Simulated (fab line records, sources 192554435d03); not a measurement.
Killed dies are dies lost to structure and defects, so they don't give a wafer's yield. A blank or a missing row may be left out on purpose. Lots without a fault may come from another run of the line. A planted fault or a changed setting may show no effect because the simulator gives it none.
Which tool did it? | flow n5_finfet | 9 lots, 27 wafers sampled, at 5 steps of a route of 1938

WHAT THE GAUGES READ, wafer by wafer
N5_BEOL_M4_RC_MEAS_101.
lot  | measured     | on        | DIBL_N (mV/V)
L696 | day 8 08:34  | prober-02 | 36.8 35.5 33.7
L698 | day 8 08:05  | prober-01 | 38.7 37.0 35.7
L699 | day 8 19:19  | prober-02 | 37.0 37.2 36.3
L702 | day 9 04:19  | prober-01 | 38.4 39.2 39.6
L713 | day 11 21:56 | prober-02 | 40.4 37.3 37.1
L715 | day 13 08:39 | prober-01 | 39.6 37.1 37.6
L717 | day 13 14:22 | prober-02 | 36.6 39.4 38.0
L718 | day 14 10:43 | prober-02 | 35.5 36.0 35.8
L719 | day 13 12:05 | prober-02 | 37.0 35.9 39.1

WHICH TOOL RAN EACH LOT (tool, then ch and the chambers of the sampled wafers, then the start)
lot  | N5_HKMG_FIN_ETCH_35                | N5_HKMG_FIN_ALD_21                  | N5_GATE_CUT_ETCHBACK_30           | N5_GATE_CUT_HM_DEP_46
L696 | rie_diel-01 ch 0,3, day 4 10:35    | ald_metal-02 ch 1,2,3, day 4 13:28  | rie_metal-03 ch 0,1, day 4 14:58  | pecvd-03 ch 0,1,2, day 4 19:35
L698 | rie_diel-01 ch 0,3, day 4 20:30    | ald_metal-04 ch 0,2, day 4 23:41    | rie_metal-02 ch 0,1, day 5 01:11  | pecvd-04 ch 0,1,2, day 5 05:22
L699 | rie_diel-01 ch 2,3, day 5 03:22    | ald_metal-02 ch 2,3, day 5 07:07    | rie_metal-03 ch 0,1, day 5 08:41  | pecvd-02 ch 0,1, day 5 11:43
L702 | rie_diel-01 ch 1,3, day 5 18:04    | ald_metal-02 ch 0,1,2, day 5 21:16  | rie_metal-01 ch 0,1, day 5 22:45  | pecvd-02 ch 1,2, day 6 02:28
L713 | rie_diel-01 ch 1,2,3, day 8 09:44  | ald_metal-01 ch 0,1, day 8 12:35    | rie_metal-03 ch 0,1, day 8 14:11  | pecvd-03 ch 0,1, day 8 18:07
L715 | rie_diel-01 ch 0,3, day 9 02:05    | ald_metal-04 ch 0,1,2, day 9 05:02  | rie_metal-03 ch 1, day 9 06:31    | pecvd-03 ch 0,1,2, day 9 10:01
L717 | rie_diel-01 ch 0,1,3, day 9 12:16  | ald_metal-04 ch 0,3, day 9 15:16    | rie_metal-02 ch 0,1, day 9 16:46  | pecvd-04 ch 0,1, day 9 19:52
L718 | rie_diel-05 ch 1,3, day 9 19:16    | ald_metal-02 ch 1,2,3, day 9 22:07  | rie_metal-01 ch 0,1, day 9 23:37  | pecvd-03 ch 0,1, day 10 04:17
L719 | rie_diel-01 ch 1,2,3, day 10 01:43 | ald_metal-01 ch 0,1,2, day 10 04:35 | rie_metal-01 ch 0,1, day 10 06:05 | pecvd-02 ch 1,2, day 10 09:07
- N5_HKMG_FIN_ETCH_35: etches SOC in N2/H2, target depth 215.8 nm, time 243.4 s.
- N5_HKMG_FIN_ALD_21: deposits TiN, target thk 1.5 nm, pulse time 1 s, purge time 3 s.
- N5_GATE_CUT_ETCHBACK_30: etches TiN in Cl2/Ar, target depth 3 nm.
- N5_GATE_CUT_HM_DEP_46: deposits SiO2 from TEOS/O2, target thk 130 nm, time 26.6 s.

THE ANSWER, worked out from the rows above alone
Rule: what is usual is taken from the lots themselves. Put in order of their means at a reading, lots are off if they are a third of the lots or fewer, leave a main group of 4 or more, and stand apart from it by a gap of 3 or more times the standard deviation of the main group's means; of several such gaps the widest counts. A main group whose means are all the same, to the digits that the tables above print for the reading, isn't used. A lot without any number at a reading at which 4 lots or more have one is off too. The other lots that the step has rows for count as sound.
No lot is off at any reading shown: from this, nothing can be told.

WHAT THE SIMULATOR HAD PUT IN
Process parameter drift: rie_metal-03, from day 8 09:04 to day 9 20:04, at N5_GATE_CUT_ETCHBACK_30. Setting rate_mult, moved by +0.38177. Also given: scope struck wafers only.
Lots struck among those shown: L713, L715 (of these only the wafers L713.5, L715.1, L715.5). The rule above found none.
